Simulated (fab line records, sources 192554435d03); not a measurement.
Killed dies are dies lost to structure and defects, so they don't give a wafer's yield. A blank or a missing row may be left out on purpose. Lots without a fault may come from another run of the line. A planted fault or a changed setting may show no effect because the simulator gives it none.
A struck lot beside a sound one | flow n5_finfet | 36 steps out of a route of 1938
Sound: wafers L297.2, L297.5, L297.6. Struck: wafers L294.1, L294.5, L294.6. The cause comes at the end.
At each step with rows: each side's tool, then ch and its chambers, then its first start. Under that, the readings that differ: sound wafers | struck wafers | difference of the means | sigmas: that difference in standard deviations of wafers without a fault.
alike: readings whose means differ by less than 2 such deviations, and words and numbers that are the same on both sides. not compared: withheld readings, readings that some wafer has no value for, bounds like >300 that may hide the same value, and numbers for which the record gives no deviation and whose values overlap.
The two part at a step that has a row with sigmas, a row that says differs or no value, or rows on one side only. Numbers that don't overlap but have no deviation are shown without sigmas and don't part them. A reading that every wafer of one side lacks parts them only if that side has two wafers or more.

first, 9 steps without rows for these wafers: N5_BEOL_M3_ILD_DEP_00 (deposits SiOC from DEMS/O2, target thk 79 nm, time 15.3 s); N5_BEOL_M3_PECVD_72 (deposits SiO2 from TEOS/O2, target thk 16 nm, time 18 s); N5_BEOL_M3_HM_DEP_02 (deposits TiN, target thk 20 nm); N5_BEOL_M3_COAT_61 (time 60 s, resist thk 60 nm); N5_BEOL_M3_COAT_62 (time 60 s, resist thk 12 nm); N5_BEOL_M3_COAT_73 (time 60 s, resist thk 5 nm); N5_BEOL_M3_COAT_05 (resist thk 30 nm); N5_BEOL_M3_EBR_07; N5_BEOL_M3_SOFTBAKE_06 (time 60 s).
N5_BEOL_M3_EXPOSE_08: exposes mask M3.
  sound on euv_scanner-01 ch 0, day 11 21:37; struck on euv_scanner-02 ch 0, day 11 09:14
  reading              | sound             | struck            | difference | sigmas
  exposure_dose_mJ_cm2 | 32.89 32.93 32.90 | 31.11 31.13 31.10 | -1.79      | -48
  alike: mask
then, 2 steps without rows for these wafers: N5_BEOL_M3_PEB_09 (peb time 60 s); N5_BEOL_M3_DEVELOP_10 (develop time 30 s).
N5_BEOL_M3_CD_MEAS_11: target cd 17.05 nm.
  sound on cd_sem-01 ch 0, day 11 21:44; struck on cd_sem-02 ch 0, day 11 09:22
  reading    | sound             | struck            | difference | sigmas
  cd_nm (nm) | 17.22 16.86 16.67 | 16.14 15.99 15.61 | -1.00      | -5
then, 1 step without rows for these wafers: N5_BEOL_M3_DESCUM_16 (chemistry O2, time 7 s).
N5_BEOL_M3_ETCH_74: etches underlayer in N2/H2, target depth 6.5 nm, time 5.2 s.
  sound on rie_diel-01 ch 0,2,3, day 11 21:53; struck on rie_diel-03 ch 0,3, day 11 09:32
  reading                         | sound       | struck         | difference | sigmas
  model.BEOL_M3.cd_offset_nm (nm) | -0.2 -0.2 0 | -1.2 -1.2 -1.2 | -1.1       |
  alike: drypump_motor_current_A, etch_rf_on_time_s, oes_product_au, rf_vpp_V, showerhead_plenum_p_Torr, throttle_valve_pct
  not compared: rf_hours_counter_h
then, 5 steps without rows for these wafers: N5_BEOL_M3_ETCH_63 (etches SiARC in CF4, target depth 15.6 nm, time 26 s); N5_BEOL_M3_ETCH_64 (etches SOC in N2/H2, target depth 75 nm, overetch 15 nm, time 112.5 s); N5_BEOL_M3_STRIP_65 (strips in N2/H2); N5_BEOL_M3_STRIP_75 (strips in N2/H2); N5_BEOL_M3_STRIP_66 (strips in CF4).
N5_BEOL_M3_HM_OPEN_17: chemistry Cl2/BCl3, target TiN, target depth 20 nm, overetch 6 nm.
  sound on rie_metal-03 ch 0,1, day 11 22:07; struck on rie_metal-01 ch 0,1, day 11 09:44
  reading                         | sound      | struck     | difference | sigmas
  model.BEOL_M3.cd_offset_nm (nm) | -0.2 0.2 0 | -1 -1.2 -1 | -1         |
  alike: drypump_motor_current_A, he_backside_leak_sccm, oes_product_au, throttle_valve_pct
  not compared: rf_hours_counter_h
then, 1 step without rows for these wafers: N5_BEOL_M3_STRIP_19 (strips in O2).
N5_BEOL_M3_CD_MEAS_18: pitch 36 nm, target cd 18 nm.
  sound on cd_sem-03, day 11 22:22; struck on cd_sem-03, day 11 09:55
  reading    | sound             | struck            | difference | sigmas
  cd_nm (nm) | 17.76 18.31 18.18 | 17.26 16.93 16.92 | -1.05      | -4
then, 11 steps without rows for these wafers: N5_BEOL_M3_COAT_67 (time 60 s, resist thk 60 nm); N5_BEOL_M3_COAT_68 (time 60 s, resist thk 12 nm); N5_BEOL_M3_COAT_76 (time 60 s, resist thk 5 nm); N5_BEOL_M3_COAT_22 (resist thk 30 nm); N5_BEOL_M3_EBR_24; N5_BEOL_M3_SOFTBAKE_23 (time 60 s); N5_BEOL_M3_EXPOSE_25 (exposes mask V2, defocus 5 nm); N5_BEOL_M3_PEB_26 (peb time 60 s); N5_BEOL_M3_DEVELOP_27 (develop time 30 s); N5_BEOL_M3_DESCUM_33 (chemistry O2, time 7 s); N5_BEOL_M3_ETCH_77 (etches underlayer in N2/H2, target depth 6.5 nm, time 5.2 s).
N5_BEOL_M4_RC_MEAS_101:
  sound on prober-01 ch 0, day 13 05:44; struck on prober-02 ch 0, day 12 04:45
  alike: DIBL_N, DIBL_P, IOFF_N, IOFF_P, ION_N, ION_P, SS_N, SS_P, VT_N, VT_P
-- the record jumps here: 5 days lie between the struck wafers' starts before and after (it left off in module BEOL_M4 and takes up again in module PASSIVATION, whose first step shown is number 1936 of the route) --
N5_PASSIVATION_PROBE_49:
  sound on prober-01, day 17 07:14; struck on prober-02, day 16 20:27
  reading                  | sound          | struck         | difference | sigmas
  defect_limited_yield (%) | 89.0 91.9 90.1 | 66.9 66.5 66.5 | -23.7      | -17
  killed_at_M0_to_M3       | 34 38 29       | 312 318 340    | +290       | +29
  killed_dies              | 130 96 117     | 390 395 395    | +279       | +17
  killed_on_rim            | 12 13 18       | 61 41 55       | +38        | +10
  sort_bin_5_function (%)  | 6.1 4.7 6.4    | 18.8 20.5 19.7 | +13.9      | +16
  sort_bin_6_memory (%)    | 4.5 3.2 3.1    | 12.6 10.8 11.4 | +8.0       | +12
  sort_n_pass              | 1050 1084 1063 | 790 785 785    | -279       | -17
  sort_yield_pct (%)       | 89.0 91.9 90.1 | 66.9 66.5 66.5 | -23.7      | -17
  alike: killed_at_M4_up, killed_at_contacts, killed_at_front_end, killed_at_other, killed_open, killed_short

WHERE THEY PART
First at N5_BEOL_M3_EXPOSE_08; last, within this record, at N5_PASSIVATION_PROBE_49.

WHY: what the simulator had put in
Process parameter drift: euv_scanner-02, from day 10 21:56 on, at N5_BEOL_M3_EXPOSE_08. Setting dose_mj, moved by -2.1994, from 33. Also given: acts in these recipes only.
